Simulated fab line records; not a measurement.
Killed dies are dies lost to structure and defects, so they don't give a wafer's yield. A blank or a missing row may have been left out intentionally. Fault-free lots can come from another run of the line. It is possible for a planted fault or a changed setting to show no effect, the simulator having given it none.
fab line records	flow n5-finfet
[record] lots = 10	wafers = 30	last-day = 18
route steps=1938 shown BEOL_M11@1593 BEOL_M12@1608 PASSIVATION@1936
lots that met no fault: taken from a fault-free run of the same line
start-h: hours from the record's first day to the start of the lot's first wafer shown	wait-h: hours elapsed since this lot's preceding step	" unchanged from the row above	L1.1+2: a single row standing in for several wafers	- value missing, or start not given	* or withheld: withheld	< > ~ a bound
route shown NAME@n: NAME is a module with steps in the file, n the number in the route of the first one	usual: mean and standard deviation over wafers with no fault	same: alike in all rows	chamber/n: place in a boat	sites: the reading at each site	_std_site: the values' standard deviation	_edge_site: the outer-site mean with the inner-site mean subtracted	radius-mm: for every site, how far away it sits from the centre of the wafer	mask NAME#n: copy n	behind: tool/chamber where the wafer was last shaped	hold: why the lot was held/for how many hours/how that ended	device: whichever transistor did not switch (one of n, p or np)	end of line: at the end of the route, the tests of the same wafers	a step with no rows: only its recipe	killed: count of dies lost to structure and defects at first sort (not the wafer's yield)	map: shows each die of a wafer: x if killed, . if not, _ if none is there
set.NAME: the setting as run; set.NAME@STEP: as run at that earlier step	model.NAME: the simulator's own value behind a step, which no gauge read
the route's steps for a sample of lots (tables are steps, rows are wafers)
services: the hour from which a tool's chamber was out of use, counted from the record's first day as start-h (under 0 if before that day), plus the number of hours and why
[[steps]]
[step N5_BEOL_M11_SPUTTER_48]
[recipe] material = Cu	target-thk-a = 120	temp-c = -20	bias-v = 60	power-w = 26000	chamber-pressure-pa = 0.13	time-s = 2
[usual] throttle-valve-pct = 29.5/1
[same] time-s = 2
lot.wafer	tool	chamber	start-h	wait-h	throttle-valve-pct
L854.2	pvd-sputter-03	-	235.01	0.1	29.5
L854.4	"	-	"	"	29.1
L854.6	"	-	"	"	29.6
L855.3	pvd-sputter-02	-	258.59	0.1	29.1
L855.4	"	-	"	"	30.1
L855.5	"	-	"	"	29.1
L856.3	pvd-sputter-01	-	269.41	0.2	30.5
L856.4	"	-	"	"	28.0
L856.5	"	-	"	"	29.9
L858.1	pvd-sputter-02	-	277.44	0.2	29.2
L858.3	"	-	"	"	28.9
L858.4	"	-	"	"	28.6
L861.2	pvd-sputter-01	-	296.54	3.5	30.7
L861.4	"	-	"	"	31.4
L861.5	"	-	"	"	31.7
L859.2	pvd-sputter-03	-	298.15	0.1	28.9
L859.4	"	-	"	"	29.2
L859.6	"	-	"	"	28.7
L863.2	pvd-sputter-03	-	312.79	0.1	28.7
L863.4	"	-	"	"	29.0
L863.6	"	-	"	"	28.9
L864.4	pvd-sputter-01	-	323.70	0.1	28.3
L864.5	"	-	"	"	31.4
L864.6	"	-	"	"	30.1
L865.4	pvd-sputter-02	-	329.58	0.0	29.2
L865.5	"	-	"	"	29.1
L865.6	"	-	"	"	29.1
L875.2	pvd-sputter-02	-	394.80	0.2	28.7
L875.3	"	-	"	"	29.7
L875.4	"	-	"	"	29.0
[step N5_BEOL_M11_CMP_52]
[recipe] stop-on = SiCOH_lowk	t-overpolish-s = 7	down-force-psi = 1	platen-rpm = 50	clearing-platen-down-force-psi = 1.5	clearing-platen-rpm = 50	post-cmp-clean = cu-alkaline	target-thk-nm = 140	clearing-platen-pad-velocity-m-s = 0.99484	pad-velocity-m-s = 0.99484
[usual] barrier-field-endpoint-s = 28.9/0.69	motor-current-A = 6.1/0.66	overpolish-run-s = 7.000/0.0086	platen-rpm = 50.00/0.035	time-to-endpoint-s = 66/3.3
lot.wafer	tool	chamber	start-h	wait-h	barrier-field-endpoint-s	motor-current-A	overpolish-run-s	platen-rpm	time-to-endpoint-s
L854.4	cmp-03	0	235.57	0.2	29.0	6.7	6.988	50.03	67
L854.2	"	1	"	"	28.6	6.1	7.004	50.00	66
L854.6	"	0	"	"	29.0	6.5	7.005	50.06	65
L855.4	cmp-04	1	259.31	0.2	29.9	6.6	7.012	49.99	71
L855.3	"	3	"	"	28.4	6.0	6.998	49.94	66
L855.5	"	1	"	"	29.7	7.0	7.014	50.00	68
L856.3	cmp-03	3	269.93	0.2	28.9	4.9	6.993	49.99	62
L856.4	"	1	"	"	29.4	6.2	7.003	49.99	62
L856.5	"	3	"	"	28.4	5.3	6.998	50.00	65
L858.4	cmp-01	3	278.43	0.1	29.3	5.8	6.998	49.99	64
L858.1	"	0	"	"	28.8	4.8	7.001	49.96	64
L858.3	"	2	"	"	29.8	5.5	6.982	49.95	68
L861.2	cmp-01	3	297.10	0.2	27.2	6.5	7.013	50.04	60
L861.4	"	1	"	"	28.4	5.2	7.000	50.01	65
L861.5	"	2	"	"	29.8	5.5	7.004	49.95	68
L859.4	cmp-04	0	298.80	0.2	28.7	6.3	6.987	50.03	64
L859.2	"	1	"	"	27.7	6.5	6.994	50.04	66
L859.6	"	3	"	"	28.9	6.1	7.010	49.94	67
L863.4	cmp-03	2	313.74	0.2	27.8	7.1	7.000	49.98	59
L863.2	"	0	"	"	28.6	7.0	7.005	49.97	68
L863.6	"	2	"	"	27.6	7.3	7.000	50.04	59
L864.4	cmp-04	2	324.20	0.1	28.7	6.0	7.000	50.01	67
L864.5	"	2	"	"	29.8	5.7	7.001	49.96	65
L864.6	"	3	"	"	30.1	6.1	7.012	50.01	67
L865.4	cmp-01	0	330.20	0.2	28.9	4.9	7.006	49.96	64
L865.5	"	3	"	"	28.0	6.5	7.012	50.00	63
L865.6	"	0	"	"	29.0	5.2	6.998	50.00	65
L875.3	cmp-03	2	395.34	0.2	28.1	6.8	6.997	50.02	67
L875.4	"	3	"	"	29.7	5.4	7.006	50.01	70
L875.2	"	0	"	"	29.1	7.0	7.004	50.01	74
[step N5_BEOL_M12_EXPOSE_07]
[recipe] mask-id = V11	na = 0.93	source-shape = conventional	sigma-outer = 0.6	polarization = unpolarized	attpsm-phase-deg = 180	dose-mj = 32.5
[usual] exposure-dose-mJ-cm2 = 32.49/0.035
lot.wafer	tool	chamber	start-h	wait-h	mask	exposure-dose-mJ-cm2
L854.2	krf-scanner-02	0	236.41	-	V11#0	32.47
L854.4	"	0	"	"	V11#0	32.44
L854.6	"	0	"	"	V11#0	32.49
L855.3	krf-scanner-02	0	260.03	-	V11#0	32.49
L855.4	"	0	"	"	V11#0	32.55
L855.5	"	0	"	"	V11#0	32.54
L856.3	krf-scanner-01	0	270.84	-	V11#0	32.45
L856.4	"	0	"	"	V11#0	32.49
L856.5	"	0	"	"	V11#0	32.43
L858.1	krf-scanner-01	0	279.33	-	V11#0	32.47
L858.3	"	0	"	"	V11#0	32.47
L858.4	"	0	"	"	V11#0	32.48
L861.2	krf-scanner-01	0	297.87	-	V11#0	30.53
L861.4	"	0	"	"	V11#0	30.56
L861.5	"	0	"	"	V11#0	30.54
L859.2	krf-scanner-02	0	299.60	-	V11#0	32.46
L859.4	"	0	"	"	V11#0	32.46
L859.6	"	0	"	"	V11#0	32.44
L863.2	krf-scanner-01	0	314.58	-	V11#0	30.94
L863.4	"	0	"	"	V11#0	30.96
L863.6	"	0	"	"	V11#0	30.93
L864.4	krf-scanner-02	0	325.09	-	V11#0	32.50
L864.5	"	0	"	"	V11#0	32.51
L864.6	"	0	"	"	V11#0	32.47
L865.4	krf-scanner-02	0	330.93	-	V11#0	32.50
L865.5	"	0	"	"	V11#0	32.49
L865.6	"	0	"	"	V11#0	32.49
L875.2	krf-scanner-02	0	396.21	-	V11#0	32.59
L875.3	"	0	"	"	V11#0	32.54
L875.4	"	0	"	"	V11#0	32.52
[step N5_BEOL_M12_CD_MEAS_10]
[recipe] target-cd-nm = 140	landing-energy-ev = 500	detector = se-inlens	polarity = opening
[usual] cd-nm = 139.4/1.8
lot.wafer	tool	chamber	start-h	wait-h	cd-nm
L854.2	cd-sem-03	0	236.57	-	139.2
L854.4	"	0	"	"	136.7
L854.6	"	0	"	"	140.9
L855.3	cd-sem-03	0	260.20	-	142.2
L855.4	"	0	"	"	141.8
L855.5	"	0	"	"	140.1
L856.3	cd-sem-02	0	271.01	-	138.1
L856.4	"	0	"	"	137.8
L856.5	"	0	"	"	137.8
L858.1	cd-sem-01	0	279.50	-	141.1
L858.3	"	0	"	"	141.7
L858.4	"	0	"	"	139.9
L861.2	cd-sem-03	0	298.03	-	131.7
L861.4	"	0	"	"	131.2
L861.5	"	0	"	"	130.9
L859.2	cd-sem-03	0	299.76	-	136.7
L859.4	"	0	"	"	136.7
L859.6	"	0	"	"	137.4
L863.2	cd-sem-01	0	314.74	-	134.5
L863.4	"	0	"	"	136.3
L863.6	"	0	"	"	136.3
L864.4	cd-sem-03	0	325.25	-	139.3
L864.5	"	0	"	"	135.6
L864.6	"	0	"	"	137.3
L865.4	cd-sem-03	0	331.09	-	135.5
L865.5	"	0	"	"	139.3
L865.6	"	0	"	"	138.4
L875.2	cd-sem-01	0	396.38	-	136.4
L875.3	"	0	"	"	136.6
L875.4	"	0	"	"	137.6
[step N5_BEOL_M12_DESCUM_15]
[recipe] chemistry = O2	time-s = 7.9	source-power-w = 50	bias-power-w = 20	pressure-mtorr = 20	rf-frequency-hz = 2.712e+07	temp-c = 40	o2-flow-sccm = 225
[usual] chamber-pressure-mTorr = 19.998/0.018	drypump-motor-current-A = 5.4/0.31	oes-product-au = 0.79/0.1	rf-vpp-V = 243.7/1.1	showerhead-plenum-p-Torr = 2.13/0.057	throttle-valve-pct = 20.46/0.19
[same] time-s = 7.9
lot.wafer	tool	chamber	start-h	wait-h	chamber-pressure-mTorr	drypump-motor-current-A	oes-product-au	rf-hours-counter-h	rf-vpp-V	showerhead-plenum-p-Torr	throttle-valve-pct
L854.2	rie-diel-02	1	236.66	0.0	19.986	5.7	0.68	219	244.0	2.17	20.72
L854.4	"	3	"	"	19.984	5.8	0.75	158	244.5	2.09	20.59
L854.6	"	0	"	"	19.996	5.2	0.87	-	244.3	2.22	20.46
L855.3	rie-diel-06	3	260.32	0.1	20.028	5.6	0.88	50	241.6	2.03	20.44
L855.4	"	2	"	"	19.968	4.9	0.72	-	245.3	2.16	20.21
L855.5	"	0	"	"	19.970	5.2	0.75	-	245.3	2.17	20.65
L856.3	rie-diel-06	3	271.13	0.1	19.968	5.7	0.87	55	243.7	2.03	20.44
L856.4	"	0	"	"	19.994	5.2	0.75	165	245.1	2.17	20.65
L856.5	"	3	"	"	20.008	5.7	0.88	-	241.6	2.03	20.45
L858.1	rie-diel-06	3	279.59	0.0	20.005	5.6	0.86	57	242.3	2.03	20.44
L858.3	"	2	"	"	19.989	4.9	0.70	207	244.6	2.16	20.23
L858.4	"	1	"	"	19.981	5.6	0.70	235	244.3	2.17	20.48
L861.2	rie-diel-06	1	298.12	0.0	20.000	5.6	0.70	242	243.4	2.17	20.49
L861.4	"	0	"	"	19.977	5.1	0.74	174	244.3	2.17	20.66
L861.5	"	0	"	"	19.983	5.2	0.74	-	243.8	2.17	20.66
L859.2	rie-diel-02	1	299.85	0.0	20.013	5.6	0.66	243	244.0	2.16	20.76
L859.4	"	0	"	"	19.980	5.2	0.84	74	245.5	2.21	20.46
L859.6	"	0	"	"	20.042	5.3	0.84	-	245.4	2.21	20.45
L863.2	rie-diel-06	0	314.85	0.0	19.988	5.2	0.72	179	244.7	2.17	20.67
L863.4	"	1	"	"	20.017	5.6	0.69	247	244.4	2.17	20.49
L863.6	"	1	"	"	19.992	5.6	0.69	-	242.6	2.17	20.50
L864.4	rie-diel-02	1	325.45	0.1	19.988	5.6	0.67	-	243.7	2.16	20.77
L864.5	"	3	"	"	20.013	5.8	0.71	-	242.4	2.08	20.65
L864.6	"	2	"	"	20.024	5.4	0.96	-	244.6	2.16	20.37
L865.4	rie-diel-06	0	331.19	0.0	20.000	5.2	0.72	-	244.7	2.16	20.67
L865.5	"	3	"	"	20.023	5.6	0.86	-	243.2	2.03	20.47
L865.6	"	2	"	"	20.009	5.0	0.69	-	246.1	2.15	20.24
L875.2	rie-diel-02	3	396.47	0.0	20.006	5.9	0.69	222	243.8	2.07	20.68
L875.3	"	1	"	"	20.020	5.7	0.96	16	245.2	2.15	20.31
L875.4	"	0	"	"	19.966	5.2	0.80	109	246.1	2.20	20.52
[step N5_PASSIVATION_PROBE_49]
[usual] defect-limited-yield = 91.3/1.5	killed_at_M0_to_M3 = 34/10	killed_at_M4_up = 13/4.9	killed-at-contacts = 13/6.1	killed-at-front-end = 39/13	killed-at-other = 4.1/2.7	killed-dies = 103/18	killed-open = 68/13	killed-short = 32/7.6	sort_bin_5_function = 5.2/1	sort_bin_6_memory = 3.2/0.75	sort-n-pass = 1077/18	sort-yield-pct = 91.3/1.5
[same] gross-dies = 1180	killed-at-back-side = 0	sort_bin_4_leakage[%] = 0	sort_bin_8_speed[%] = 0
lot.wafer	tool	chamber	start-h	wait-h	defect-limited-yield[%]	killed_at_M0_to_M3	killed_at_M4_up	killed-at-contacts	killed-at-front-end	killed-at-other	killed-dies	killed-open	killed-short	sort_bin_5_function[%]	sort_bin_6_memory[%]	sort-n-pass	sort-yield-pct[%]
L861.2	prober-01	-	334.97	0.1	90.3	45	14	9	42	5	115	71	37	5.5	4.0	1065	90.3
L861.4	prober-01	-	335.07	0.2	89.4	44	13	14	45	9	125	68	52	5.1	4.8	1055	89.4
// killed by level:class
L861.2 BEOL_M0_SAQP:geometric-particle:short=11 BEOL_M1:geometric-particle:open=9 BEOL_M2:geometric-particle:open=8 STARTING-WAFER:geometric-particle:open=6 STI_FIN_REVEAL:geometric-particle:open=5 MOL_CONTACT_COAG:geometric-particle:open=5 FIN_SAQP:geometric-particle:open=4 DUMMY_GATE:geometric-particle:open=4
L861.4 BEOL_M0_SAQP:geometric-particle:short=18 FIN_SAQP:geometric-particle:short=17 MOL_CONTACT_COAG:geometric-particle:open=11 FIN_SAQP:geometric-particle:open=7 BEOL_M0_SAQP:geometric-particle:open=7 STARTING-WAFER:geometric-particle:short=6 BEOL_M4:geometric-particle:open=6 BEOL_M1:geometric-particle:open=5
[[services]]
tool	chamber	start-h	hours	kind
cmp-01	-	211.13	4.0	repair
cmp-03	-	211.29	4.0	pm
krf-scanner-02	-	211.78	0.8	pm
krf-scanner-02	-	228.86	1.0	pm
rie-diel-06	1	236.41	28.9	repair
krf-scanner-01	-	263.35	1.0	pm
krf-scanner-02	-	268.57	0.2	repair
rie-diel-06	-	275.56	1.1	repair
cmp-03	-	287.73	5.6	repair
krf-scanner-02	-	290.67	1.4	repair
krf-scanner-01	-	292.07	0.8	pm
rie-diel-06	2	292.86	4.8	repair
krf-scanner-02	-	293.50	1.3	pm
cmp-03	-	304.46	0.3	repair
rie-diel-02	1	313.80	7.5	repair
pvd-sputter-02	-	321.35	3.9	repair
rie-diel-02	0	323.72	4.4	repair
krf-scanner-01	-	324.16	1.3	pm
krf-scanner-01	-	328.22	8.8	repair
rie-diel-02	0	340.03	5.2	repair
rie-diel-02	2	346.42	8.7	repair
krf-scanner-02	-	380.58	0.8	pm
cmp-03	-	380.71	0.9	repair
krf-scanner-02	-	388.09	0.4	repair
[[key]]
[first-sign] step = N5_BEOL_M12_EXPOSE_07	reading = exposure-dose-mJ-cm2	direction = down	sigmas = 50	usual = 32.49	struck = 30.74
[effect] step = N5_BEOL_M12_CD_MEAS_10	reading = cd-nm	direction = down	sigmas = 3.3	usual = 139.4	struck = 133.5	through = control-loop
met-at N5_BEOL_M12_EXPOSE_07
struck-lots L861,L863
[loop-trim] step = N5_BEOL_M12_EXPOSE_07	setting = dose	lots = L863
not-acting-at N5_BEOL_M11_SPUTTER_48,N5_BEOL_M11_CMP_52,N5_BEOL_M12_DESCUM_15
onset-between 279.33 297.87
[fault] kind = process-parameter-drift	tool = krf-scanner-01	chamber = -	onset-h = 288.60	steps = N5_BEOL_M12_EXPOSE_07	channel = dose-mj	offset = -1.9136	shape = step	acts-in = these-recipes-only	stated = 32.5
// loop-trim: a control loop set the setting to another value than it would have without faults
